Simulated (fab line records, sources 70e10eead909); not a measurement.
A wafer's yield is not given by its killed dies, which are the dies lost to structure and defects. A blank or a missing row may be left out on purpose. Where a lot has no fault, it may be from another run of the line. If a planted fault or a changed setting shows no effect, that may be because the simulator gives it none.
fab line records	flow nandHarc
record lots=24	wafers=72	lastDay=34
route steps=1302 shown A_M0@1168 A_BONDPAD@1216 THIN_TSV@1269
lots with no fault: from the same line, run without faults
startH: hours from the record's first day to the start of the lot's first wafer shown	waitH: how many hours have passed since the lot's step before this one	" identical to the entry in the row above	L1.1+2: several wafers, shown together as one row	- no value present, or no start provided	* or withheld: withheld	< > ~ a bound
route shown NAME@n: names a module that has steps shown in the file, with the first one's number in the route	usual: mean/standard deviation of fault-free wafers	same: alike in all rows	chamber/n: place in a boat	sites: each site's reading	_std_site: the standard deviation of these	_edge_site: the outer-site mean with the inner-site mean subtracted	radiusMm: for every site, how far away it sits from the centre of the wafer	mask NAME#n: copy n	behind: the most recent tool/chamber to have shaped the wafer	hold: cause of the lot's hold/its duration in hours/its outcome	device: the n, p or np transistor that did not switch	end of line: the tests these same wafers got at the end of their route	a step without rows: its recipe alone	killed: at the first sort, the dies lost to defects and structure; wafer yield is something else	map: shows each die of a wafer: x if killed, . if not, _ if none is there
set.NAME: the setting the step ran with; set.NAME@STEP: the setting that earlier step ran with	model.NAME: the simulator's own value behind a step, which no gauge read
steps of the route over a sample of lots; a table a step, a row a wafer
services: when a tool's chamber went out of use (startH, in hours from the record's first day, below 0 if earlier), for how many hours, and the reason
## steps
# step NHARC_A_M0_DEP_32
# recipe targetThkA=300	tempC=370	targetThkNm=30	pressureTorr=3	flowSccm=200	rfW=450	material=SiCN
# usual chamberPressureTorr=3.000/0.0066	heaterPowerW=559/69
lot.wafer	tool	chamber	startH	waitH	chamberPressureTorr	heaterPowerW
L074.2	pecvd-04	1	524.03	0.1	3.008	473
L074.5	"	1	"	"	3.008	455
L074.4	"	0	"	"	3.005	574
L075.2	pecvd-02	1	543.61	0.1	2.995	571
L075.5	"	1	"	"	2.998	555
L075.4	"	0	"	"	2.988	536
L079.6	pecvd-01	2	555.02	0.2	2.994	528
L079.5	"	0	"	"	3.005	638
L079.4	"	1	"	"	2.987	480
L077.1	pecvd-04	0	555.40	0.1	2.998	668
L077.4	"	1	"	"	2.997	404
L077.6	"	2	"	"	3.000	562
L078.3	pecvd-04	1	559.71	0.1	3.004	458
L078.1	"	2	"	"	2.991	617
L078.5	"	2	"	"	3.006	624
L076.2	pecvd-01	2	561.22	0.1	2.994	591
L076.1	"	1	"	"	3.009	443
L076.6	"	1	"	"	2.990	445
L080.2	pecvd-04	2	587.50	0.1	2.989	652
L080.5	"	1	"	"	3.001	480
L080.4	"	2	"	"	2.998	517
L081.2	pecvd-01	2	593.59	0.1	3.002	552
L081.4	"	1	"	"	3.004	456
L081.5	"	0	"	"	3.007	691
L082.1	pecvd-01	0	598.01	0.1	2.987	641
L082.3	"	1	"	"	2.990	475
L082.4	"	2	"	"	3.013	600
L085.1	pecvd-02	2	639.41	0.1	3.001	555
L085.2	"	0	"	"	3.008	569
L085.6	"	0	"	"	2.994	569
L084.3	pecvd-04	2	648.41	0.1	2.994	581
L084.5	"	0	"	"	3.016	562
L084.4	"	1	"	"	3.000	483
L086.3	pecvd-01	2	651.05	0.1	2.994	515
L086.6	"	1	"	"	3.000	493
L086.5	"	0	"	"	2.997	631
L083.2	pecvd-02	0	654.44	0.1	3.009	598
L083.3	"	1	"	"	3.004	606
L083.4	"	0	"	"	2.997	576
L087.2	pecvd-02	1	660.53	0.1	3.007	578
L087.4	"	0	"	"	3.003	478
L087.6	"	1	"	"	3.002	584
L088.2	pecvd-02	0	670.46	0.1	3.001	476
L088.3	"	2	"	"	3.003	507
L088.4	"	1	"	"	2.986	589
L089.3	pecvd-01	0	672.10	0.1	3.007	659
L089.6	"	1	"	"	3.004	492
L089.4	"	2	"	"	2.997	605
L090.6	pecvd-02	2	685.20	0.2	3.004	552
L090.5	"	0	"	"	3.011	528
L090.4	"	1	"	"	3.007	541
L091.1	pecvd-01	0	697.96	0.1	2.991	679
L091.3	"	1	"	"	3.004	489
L091.5	"	2	"	"	2.995	651
L092.1	pecvd-01	1	704.73	0.1	2.999	464
L092.4	"	2	"	"	3.014	649
L092.5	"	1	"	"	3.003	467
L093.2	pecvd-01	0	719.09	0.1	2.996	662
L093.4	"	0	"	"	3.006	667
L093.5	"	1	"	"	3.006	490
L094.2	pecvd-01	0	725.92	0.1	3.005	654
L094.5	"	2	"	"	2.996	590
L094.4	"	0	"	"	2.993	649
L095.4	pecvd-01	1	730.29	0.2	2.991	503
L095.5	"	2	"	"	3.003	609
L095.6	"	0	"	"	3.002	613
L096.2	pecvd-04	0	738.95	0.1	2.992	629
L096.4	"	0	"	"	2.988	646
L096.5	"	1	"	"	2.987	418
L097.2	pecvd-02	2	769.83	0.1	3.004	534
L097.1	"	0	"	"	2.997	581
L097.5	"	2	"	"	3.003	525
# step NHARC_A_BONDPAD_OVL_MEAS_35
# usual overlayXNm=1/4.5	overlayYNm=0/5.1
lot.wafer	tool	chamber	startH	waitH	overlayXNm	overlayYNm
L074.2	overlay-02	-	529.91	-	-2	2
L074.4	"	-	"	"	-1	2
L074.5	"	-	"	"	-2	2
L075.2	overlay-02	-	549.64	-	-3	3
L075.4	"	-	"	"	-4	3
L075.5	"	-	"	"	-3	3
L079.4	overlay-02	-	561.09	-	-5	1
L079.5	"	-	"	"	-6	1
L079.6	"	-	"	"	-5	0
L077.1	overlay-02	-	561.81	-	-4	8
L077.4	"	-	"	"	-4	8
L077.6	"	-	"	"	-4	8
L078.1	overlay-02	-	566.11	-	4	1
L078.3	"	-	"	"	4	1
L078.5	"	-	"	"	3	1
L076.1	overlay-01	-	567.39	-	0	-2
L076.2	"	-	"	"	0	-2
L076.6	"	-	"	"	0	-2
L080.2	overlay-02	-	593.47	-	6	-3
L080.4	"	-	"	"	7	-3
L080.5	"	-	"	"	6	-3
L081.2	overlay-02	-	599.40	-	0	10
L081.4	"	-	"	"	0	10
L081.5	"	-	"	"	0	10
L082.1	overlay-01	-	604.00	-	9	-6
L082.3	"	-	"	"	9	-6
L082.4	"	-	"	"	9	-6
L085.1	overlay-02	-	645.28	-	-4	-7
L085.2	"	-	"	"	-4	-7
L085.6	"	-	"	"	-4	-7
L084.3	overlay-02	-	654.31	-	5	3
L084.4	"	-	"	"	5	3
L084.5	"	-	"	"	6	3
L086.3	overlay-01	-	656.89	-	3	-4
L086.5	"	-	"	"	3	-4
L086.6	"	-	"	"	4	-4
L083.2	overlay-01	-	660.78	-	-1	3
L083.3	"	-	"	"	-1	4
L083.4	"	-	"	"	-1	3
L087.2	overlay-01	-	666.56	-	-4	7
L087.4	"	-	"	"	-4	6
L087.6	"	-	"	"	-3	7
L088.2	overlay-01	-	676.88	-	0	2
L088.3	"	-	"	"	0	2
L088.4	"	-	"	"	0	2
L089.3	overlay-02	-	678.53	-	9	-13
L089.4	"	-	"	"	8	-12
L089.6	"	-	"	"	9	-13
L090.4	overlay-01	-	691.08	-	-3	-1
L090.5	"	-	"	"	-3	-1
L090.6	"	-	"	"	-3	-1
L091.1	overlay-01	-	703.82	-	5	5
L091.3	"	-	"	"	5	6
L091.5	"	-	"	"	5	5
L092.1	overlay-01	-	710.64	-	3	3
L092.4	"	-	"	"	2	4
L092.5	"	-	"	"	2	4
L093.2	overlay-01	-	725.09	-	-3	-6
L093.4	"	-	"	"	-3	-6
L093.5	"	-	"	"	-3	-6
L094.2	overlay-02	-	731.85	-	8	2
L094.4	"	-	"	"	8	2
L094.5	"	-	"	"	9	2
L095.4	overlay-01	-	736.17	-	-2	4
L095.5	"	-	"	"	-1	4
L095.6	"	-	"	"	-1	4
L096.2	overlay-01	-	744.79	-	-1	1
L096.4	"	-	"	"	-1	0
L096.5	"	-	"	"	-1	1
L097.1	overlay-02	-	775.83	-	-6	-2
L097.2	"	-	"	"	-6	-2
L097.5	"	-	"	"	-6	-3
# step NHARC_A_BONDPAD_PRE_CLEAN_26
# recipe timeS=30	tempC=280	gas=H2/He
# usual heaterPowerW=407/22
lot.wafer	tool	chamber	startH	waitH	heaterPowerW
L074.2	pvdSputter-02	-	-	-	431
L074.4	"	-	"	"	418
L074.5	"	-	"	"	398
L075.2	pvdSputter-02	-	-	-	390
L075.4	"	-	"	"	416
L075.5	"	-	"	"	382
L079.4	pvdSputter-02	-	-	-	417
L079.6	"	-	"	"	376
L079.5	"	-	"	"	429
L077.4	pvdSputter-02	-	-	-	416
L077.1	"	-	"	"	420
L077.6	"	-	"	"	416
L078.1	pvdSputter-02	-	-	-	381
L078.3	"	-	"	"	422
L078.5	"	-	"	"	374
L076.2	pvdSputter-01	-	-	-	421
L076.1	"	-	"	"	393
L076.6	"	-	"	"	414
L080.4	pvdSputter-02	-	-	-	431
L080.2	"	-	"	"	401
L080.5	"	-	"	"	422
L081.2	pvdSputter-03	-	-	-	414
L081.4	"	-	"	"	457
L081.5	"	-	"	"	461
L082.3	pvdSputter-01	-	-	-	407
L082.1	"	-	"	"	405
L082.4	"	-	"	"	429
L085.1	pvdSputter-01	-	-	-	396
L085.2	"	-	"	"	398
L085.6	"	-	"	"	404
L084.3	pvdSputter-01	-	-	-	430
L084.4	"	-	"	"	411
L084.5	"	-	"	"	423
L086.3	pvdSputter-02	-	-	-	411
L086.5	"	-	"	"	423
L086.6	"	-	"	"	404
L083.2	pvdSputter-02	-	-	-	377
L083.4	"	-	"	"	400
L083.3	"	-	"	"	395
L087.4	pvdSputter-03	-	-	-	389
L087.2	"	-	"	"	378
L087.6	"	-	"	"	447
L088.3	pvdSputter-03	-	-	-	403
L088.2	"	-	"	"	445
L088.4	"	-	"	"	376
L089.3	pvdSputter-02	-	-	-	433
L089.4	"	-	"	"	391
L089.6	"	-	"	"	398
L090.4	pvdSputter-03	-	-	-	460
L090.6	"	-	"	"	448
L090.5	"	-	"	"	388
L091.1	pvdSputter-02	-	-	-	400
L091.3	"	-	"	"	429
L091.5	"	-	"	"	391
L092.4	pvdSputter-02	-	-	-	426
L092.1	"	-	"	"	390
L092.5	"	-	"	"	409
L093.4	pvdSputter-03	-	-	-	393
L093.2	"	-	"	"	491
L093.5	"	-	"	"	388
L094.4	pvdSputter-01	-	-	-	387
L094.2	"	-	"	"	428
L094.5	"	-	"	"	393
L095.4	pvdSputter-01	-	-	-	424
L095.6	"	-	"	"	392
L095.5	"	-	"	"	420
L096.2	pvdSputter-01	-	-	-	421
L096.4	"	-	"	"	428
L096.5	"	-	"	"	403
L097.1	pvdSputter-02	-	-	-	378
L097.2	"	-	"	"	430
L097.5	"	-	"	"	391
# step NHARC_A_BONDPAD_PVD_17
# recipe targetThkA=50	biasV=168.6	powerW=15000	chamberPressurePa=0.12	timeS=8.06	substrateTempC=50	material=TaN
# usual chamberPressurePa=0.11998/0.00025	throttleValvePct=29.7/0.85
lot.wafer	tool	chamber	startH	waitH	chamberPressurePa	throttleValvePct
L074.4	pvdSputter-02	-	-	-	0.11952	30.2
L074.2	"	-	"	"	0.11999	30.4
L074.5	"	-	"	"	0.11975	30.1
L075.2	pvdSputter-02	-	-	-	0.12006	30.6
L075.4	"	-	"	"	0.12012	29.8
L075.5	"	-	"	"	0.11942	30.4
L079.4	pvdSputter-02	-	-	-	0.12002	30.5
L079.6	"	-	"	"	0.11988	30.5
L079.5	"	-	"	"	0.12018	29.9
L077.4	pvdSputter-02	-	-	-	0.11973	30.1
L077.1	"	-	"	"	0.12035	30.1
L077.6	"	-	"	"	0.11979	30.1
L078.3	pvdSputter-02	-	-	-	0.11975	30.3
L078.1	"	-	"	"	0.11971	30.1
L078.5	"	-	"	"	0.11984	30.2
L076.2	pvdSputter-01	-	-	-	0.11976	29.1
L076.1	"	-	"	"	0.1199	29.1
L076.6	"	-	"	"	0.11948	29.0
L080.2	pvdSputter-02	-	-	-	0.12012	30.2
L080.4	"	-	"	"	0.11968	30.0
L080.5	"	-	"	"	0.12003	30.7
L081.4	pvdSputter-03	-	-	-	0.12013	30.3
L081.2	"	-	"	"	0.12022	29.2
L081.5	"	-	"	"	0.1197	29.9
L082.4	pvdSputter-01	-	-	-	0.12021	28.7
L082.3	"	-	"	"	0.12028	27.8
L082.1	"	-	"	"	0.11991	28.8
L085.2	pvdSputter-01	-	-	-	0.11987	28.3
L085.1	"	-	"	"	0.12031	27.9
L085.6	"	-	"	"	0.11989	29.5
L084.3	pvdSputter-01	-	-	-	0.12011	28.5
L084.4	"	-	"	"	0.11952	27.9
L084.5	"	-	"	"	0.11984	28.3
L086.3	pvdSputter-02	-	-	-	0.12017	29.9
L086.6	"	-	"	"	0.12031	30.9
L086.5	"	-	"	"	0.12018	30.0
L083.2	pvdSputter-02	-	-	-	0.11962	30.2
L083.4	"	-	"	"	0.11999	29.8
L083.3	"	-	"	"	0.11973	31.0
L087.2	pvdSputter-03	-	-	-	0.11991	30.4
L087.4	"	-	"	"	0.12022	29.6
L087.6	"	-	"	"	0.12022	30.3
L088.4	pvdSputter-03	-	-	-	0.11998	30.3
L088.3	"	-	"	"	0.11999	29.8
L088.2	"	-	"	"	0.12025	30.2
L089.4	pvdSputter-02	-	-	-	0.12002	30.2
L089.3	"	-	"	"	0.11988	30.0
L089.6	"	-	"	"	0.12012	30.3
L090.4	pvdSputter-03	-	-	-	0.12011	29.3
L090.6	"	-	"	"	0.12036	29.2
L090.5	"	-	"	"	0.12001	30.3
L091.3	pvdSputter-02	-	-	-	0.11985	30.7
L091.1	"	-	"	"	0.12021	30.3
L091.5	"	-	"	"	0.11995	29.9
L092.1	pvdSputter-02	-	-	-	0.12009	30.2
L092.4	"	-	"	"	0.11965	31.1
L092.5	"	-	"	"	0.12034	30.0
L093.4	pvdSputter-03	-	-	-	0.12057	29.4
L093.2	"	-	"	"	0.1199	29.4
L093.5	"	-	"	"	0.12019	29.5
L094.2	pvdSputter-01	-	-	-	0.11978	28.7
L094.4	"	-	"	"	0.12009	28.3
L094.5	"	-	"	"	0.11989	29.4
L095.4	pvdSputter-01	-	-	-	0.1198	29.6
L095.6	"	-	"	"	0.11965	28.6
L095.5	"	-	"	"	0.11978	27.8
L096.4	pvdSputter-01	-	-	-	0.12005	28.4
L096.2	"	-	"	"	0.12028	28.6
L096.5	"	-	"	"	0.1201	28.4
L097.1	pvdSputter-02	-	-	-	0.11943	30.0
L097.2	"	-	"	"	0.12019	29.8
L097.5	"	-	"	"	0.11971	30.9
# step NHARC_A_BONDPAD_ANNEAL_28
# recipe tempC=225	timeS=90
# usual wafer_temp_C_max=226.3/0.36
lot.wafer	tool	chamber	startH	waitH	wafer_temp_C_max
L074.2	rtpAnneal-01	0	531.77	0.3	226.1
L074.4	"	0	"	"	226.1
L074.5	"	0	"	"	226.1
L075.2	rtpAnneal-01	0	551.50	0.3	226.4
L075.4	"	0	"	"	225.6
L075.5	"	0	"	"	226.3
L079.4	rtpAnneal-02	0	563.05	0.3	226.8
L079.5	"	0	"	"	227.3
L079.6	"	0	"	"	226.6
L077.1	rtpAnneal-01	0	563.61	-	226.0
L077.4	"	0	"	"	226.3
L077.6	"	0	"	"	226.0
L078.1	rtpAnneal-01	0	567.98	-	226.5
L078.3	"	0	"	"	226.0
L078.5	"	0	"	"	225.8
L076.1	rtpAnneal-02	0	569.19	0.3	226.8
L076.2	"	0	"	"	226.0
L076.6	"	0	"	"	226.7
L080.2	rtpAnneal-01	0	595.32	-	225.9
L080.4	"	0	"	"	225.9
L080.5	"	0	"	"	226.2
L081.2	rtpAnneal-02	0	601.38	-	226.9
L081.4	"	0	"	"	226.3
L081.5	"	0	"	"	227.1
L082.1	rtpAnneal-02	0	605.82	0.3	226.3
L082.3	"	0	"	"	226.6
L082.4	"	0	"	"	226.9
L085.1	rtpAnneal-01	0	647.09	-	226.1
L085.2	"	0	"	"	226.1
L085.6	"	0	"	"	226.3
L084.3	rtpAnneal-02	0	656.23	0.3	226.3
L084.4	"	0	"	"	226.5
L084.5	"	0	"	"	226.4
L086.3	rtpAnneal-01	0	658.90	-	226.4
L086.5	"	0	"	"	225.8
L086.6	"	0	"	"	225.8
L083.2	rtpAnneal-02	0	662.76	0.4	226.4
L083.3	"	0	"	"	226.5
L083.4	"	0	"	"	226.8
L087.2	rtpAnneal-02	0	668.42	-	227.3
L087.4	"	0	"	"	227.0
L087.6	"	0	"	"	226.6
L088.2	rtpAnneal-02	0	678.74	0.3	226.5
L088.3	"	0	"	"	226.8
L088.4	"	0	"	"	226.4
L089.3	rtpAnneal-01	0	680.44	0.3	226.1
L089.4	"	0	"	"	226.3
L089.6	"	0	"	"	225.9
L090.4	rtpAnneal-02	0	693.04	-	226.5
L090.5	"	0	"	"	226.1
L090.6	"	0	"	"	226.6
L091.1	rtpAnneal-01	0	705.62	-	226.1
L091.3	"	0	"	"	226.4
L091.5	"	0	"	"	226.3
L092.1	rtpAnneal-02	0	712.66	0.3	226.1
L092.4	"	0	"	"	226.5
L092.5	"	0	"	"	226.2
L093.2	rtpAnneal-01	0	727.29	0.4	226.3
L093.4	"	0	"	"	226.0
L093.5	"	0	"	"	226.1
L094.2	rtpAnneal-01	0	733.70	-	226.0
L094.4	"	0	"	"	226.2
L094.5	"	0	"	"	226.0
L095.4	rtpAnneal-02	0	738.17	-	226.7
L095.5	"	0	"	"	226.7
L095.6	"	0	"	"	226.4
L096.2	rtpAnneal-01	0	746.66	-	225.8
L096.4	"	0	"	"	226.1
L096.5	"	0	"	"	226.5
L097.1	rtpAnneal-01	0	777.63	-	226.2
L097.2	"	0	"	"	225.6
L097.5	"	0	"	"	226.2
# step NHARC_THIN_TSV_STRIP_62
# recipe powerW=1500	tempC=250	timeS=20	chemistry=N2/H2
# usual drypumpMotorCurrentA=5.5/0.46	heaterPowerW=305/33
lot.wafer	tool	chamber	startH	waitH	drypumpMotorCurrentA	heaterPowerW	rfHoursCounterH
L074.2	plasmaAsher-01	1	546.55	-	5.9	321	3
L074.4	"	0	"	"	5.8	262	-
L074.5	"	0	"	"	5.7	268	-
L075.2	plasmaAsher-01	0	568.13	-	5.8	263	7
L075.4	"	0	"	"	5.7	264	-
L075.5	"	0	"	"	5.8	263	-
L079.4	plasmaAsher-01	1	578.61	-	5.9	325	-
L079.5	"	1	"	"	5.8	317	-
L079.6	"	0	"	"	5.7	262	-
L077.1	plasmaAsher-02	1	579.66	-	4.7	356	35
L077.4	"	1	"	"	4.7	339	-
L077.6	"	0	"	"	4.9	292	-
L078.1	plasmaAsher-01	1	586.14	-	5.9	322	11
L078.3	"	1	"	"	5.9	320	-
L078.5	"	0	"	"	5.8	268	-
L076.2	plasmaAsher-01	0	587.33	-	5.7	269	12
L076.1	"	1	"	"	5.9	332	12
L076.6	"	0	"	"	5.8	260	-
L080.2	plasmaAsher-01	0	611.08	-	5.8	268	17
L080.4	"	0	"	"	5.8	261	-
L080.5	"	1	"	"	5.9	328	-
L081.2	plasmaAsher-01	0	617.01	-	5.8	264	18
L081.4	"	0	"	"	5.8	267	-
L081.5	"	1	"	"	5.9	314	-
L082.1	plasmaAsher-02	0	621.65	-	4.9	295	2
L082.4	"	1	"	"	4.7	345	-
L082.3	"	0	"	"	4.9	302	-
L085.2	plasmaAsher-01	0	663.10	-	5.7	263	26
L085.1	"	1	"	"	5.9	326	26
L085.6	"	0	"	"	5.8	261	-
L084.3	plasmaAsher-01	0	675.68	-	5.8	266	-
L084.4	"	1	"	"	5.9	332	-
L084.5	"	0	"	"	5.8	264	-
L086.3	plasmaAsher-01	0	677.05	-	5.7	263	-
L086.5	"	1	"	"	5.9	316	-
L086.6	"	0	"	"	5.8	274	-
L083.2	plasmaAsher-01	1	677.94	-	5.9	318	30
L083.3	"	1	"	"	5.9	316	-
L083.4	"	0	"	"	5.8	267	-
L087.2	plasmaAsher-02	0	687.32	-	4.9	297	14
L087.4	"	0	"	"	4.9	301	-
L087.6	"	0	"	"	4.9	313	-
L088.2	plasmaAsher-02	1	694.55	-	4.7	341	15
L088.3	"	0	"	"	4.9	294	-
L088.4	"	1	"	"	4.7	342	-
L089.4	plasmaAsher-01	0	695.92	-	5.7	258	-
L089.3	"	1	"	"	5.9	325	-
L089.6	"	1	"	"	5.8	325	-
L090.4	plasmaAsher-01	1	708.76	-	5.8	347	-
L090.6	"	1	"	"	5.9	339	-
L090.5	"	0	"	"	5.7	275	-
L091.1	plasmaAsher-01	1	724.34	-	5.9	338	5
L091.3	"	1	"	"	5.9	341	-
L091.5	"	0	"	"	5.8	267	-
L092.1	plasmaAsher-02	1	728.73	-	4.7	345	23
L092.4	"	1	"	"	4.7	340	-
L092.5	"	1	"	"	4.7	340	-
L093.2	plasmaAsher-02	1	749.02	-	4.7	341	26
L093.4	"	0	"	"	4.9	297	-
L093.5	"	1	"	"	4.7	344	-
L094.2	plasmaAsher-02	0	750.21	-	4.9	297	26
L094.4	"	1	"	"	4.7	356	-
L094.5	"	1	"	"	4.7	345	-
L095.4	plasmaAsher-01	0	760.00	-	5.8	274	-
L095.5	"	1	"	"	5.9	340	-
L095.6	"	0	"	"	5.8	268	-
L096.2	plasmaAsher-01	1	761.21	-	5.9	351	12
L096.4	"	0	"	"	5.7	268	-
L096.5	"	0	"	"	5.8	269	-
L097.2	plasmaAsher-01	0	793.83	-	5.8	275	20
L097.1	"	1	"	"	5.9	353	20
L097.5	"	1	"	"	5.9	338	-
## services
tool	chamber	startH	hours	kind
pvdSputter-02	-	516.37	0.7	repair
plasmaAsher-01	-	519.41	9.0	pm
pvdSputter-03	-	526.03	10.0	pm
pecvd-01	0	558.26	10.0	repair
pvdSputter-02	-	578.47	1.1	repair
pecvd-02	-	589.13	13.0	pm
pvdSputter-01	-	590.89	3.0	repair
plasmaAsher-02	-	603.06	9.0	pm
pecvd-04	-	610.05	0.5	repair
pecvd-04	-	631.34	13.0	pm
pvdSputter-02	-	638.00	10.0	pm
plasmaAsher-02	-	664.57	0.8	repair
pecvd-01	-	673.57	13.0	pm
plasmaAsher-01	-	696.41	9.0	pm
pvdSputter-03	-	704.03	10.0	pm
plasmaAsher-02	-	705.11	0.4	repair
plasmaAsher-02	-	707.86	3.2	repair
pvdSputter-01	-	709.53	8.4	repair
pvdSputter-02	-	717.65	22.4	repair
rtpAnneal-02	-	744.00	12.0	pm
pvdSputter-03	-	749.03	1.2	repair
pecvd-02	-	770.13	13.0	pm
pvdSputter-01	-	771.89	10.0	pm
plasmaAsher-02	-	780.06	9.0	pm
## key
fault none
